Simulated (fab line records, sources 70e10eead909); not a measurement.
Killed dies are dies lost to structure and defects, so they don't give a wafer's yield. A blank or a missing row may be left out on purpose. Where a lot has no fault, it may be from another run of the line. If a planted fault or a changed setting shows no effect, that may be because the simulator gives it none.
Tool commonality check	flow nand harc	1 lot, 3 wafers sampled

WHAT PROMPTED THE OPENING
At NHARC_END_SORT_01 the reading killed at periphery is flagged on 1 of 1 lot. Wafers without a fault read 3.9, standard deviation 2.6.
Rule: a lot is flagged in two cases, either no wafer of it has a number, or all its wafers with numbers fall more than 4 standard deviations from that mean. The other lots count as sound.

lot	measured	on	killed at periphery, wafer by wafer	flag
L834	day 25 08:57	prober-01	623 610 602	FLAGGED
The numbers of the flagged lots are 611.7 on average: +607.8 against the usual, or +99 or more standard deviations.

LOT BY LOT: THE TOOL USED
The record holds 4 process steps before the reading, out of a route of 1302 steps. Cell contents, in order: the tool; ch with the chambers the sampled wafers went through; the start.
lot	flag	NHARC_P_GATE_STRIP_108	NHARC_P_GATE_STRIP_111	NHARC_P_GATE_STRIP_75	NHARC_P_GATE_EXPOSE_56
L834	FLAGGED	rie diel-13 ch 0,2,3, day 7 03:21	plasma asher-01 ch 0,1, day 7 14:53	plasma asher-01 ch 0,1, day 7 15:11	krf scanner-01 ch 0, day 7 15:57
What the steps here do:
- NHARC_P_GATE_STRIP_108: strips in O2.
- NHARC_P_GATE_STRIP_111: strips in N2/H2, time 250 s.
- NHARC_P_GATE_STRIP_75: strips in O2.
- NHARC_P_GATE_EXPOSE_56: exposes mask P PSD, target cd 720 nm.
- NHARC_END_SORT_01

FLAGGED OVER TOTAL, TOOL BY TOOL (the gauges that took the reading come last)
step	tool	lots run	flagged	share of the flagged lots	sound lots run after its first flagged lot
NHARC_P_GATE_STRIP_108	rie diel-13	1	1	all	0
NHARC_P_GATE_STRIP_111	plasma asher-01	1	1	all	0
NHARC_P_GATE_STRIP_75	plasma asher-01	1	1	all	0
NHARC_P_GATE_EXPOSE_56	krf scanner-01	1	1	all	0
NHARC_END_SORT_01	prober-01	1	1	all	0

WHAT THE TABLE PERMITS
5 rows of the table ran every flagged lot: rie diel-13 at NHARC_P_GATE_STRIP_108, plasma asher-01 at NHARC_P_GATE_STRIP_111, plasma asher-01 at NHARC_P_GATE_STRIP_75, krf scanner-01 at NHARC_P_GATE_EXPOSE_56, prober-01 at NHARC_END_SORT_01.
- rie diel-13 at NHARC_P_GATE_STRIP_108: 1 of its 1 lot flagged. It ran no sound lot before its first flagged lot in this sample, so the start can't be narrowed down.
- plasma asher-01 at NHARC_P_GATE_STRIP_111: 1 of its 1 lot flagged. It ran no sound lot before its first flagged lot in this sample, so the start can't be narrowed down.
- plasma asher-01 at NHARC_P_GATE_STRIP_75: 1 of its 1 lot flagged. It ran no sound lot before its first flagged lot in this sample, so the start can't be narrowed down.
- krf scanner-01 at NHARC_P_GATE_EXPOSE_56: 1 of its 1 lot flagged. It ran no sound lot before its first flagged lot in this sample, so the start can't be narrowed down.
- prober-01 at NHARC_END_SORT_01: 1 of its 1 lot flagged. It ran no sound lot before its first flagged lot in this sample, so the start can't be narrowed down.
A lot count leaves these 4 tools indistinguishable: every one of them fits a fault beginning at some hour. More lots, or a look at what each step does to the wafer, might.

WHAT HAD BEEN PUT IN BY THE SIMULATOR
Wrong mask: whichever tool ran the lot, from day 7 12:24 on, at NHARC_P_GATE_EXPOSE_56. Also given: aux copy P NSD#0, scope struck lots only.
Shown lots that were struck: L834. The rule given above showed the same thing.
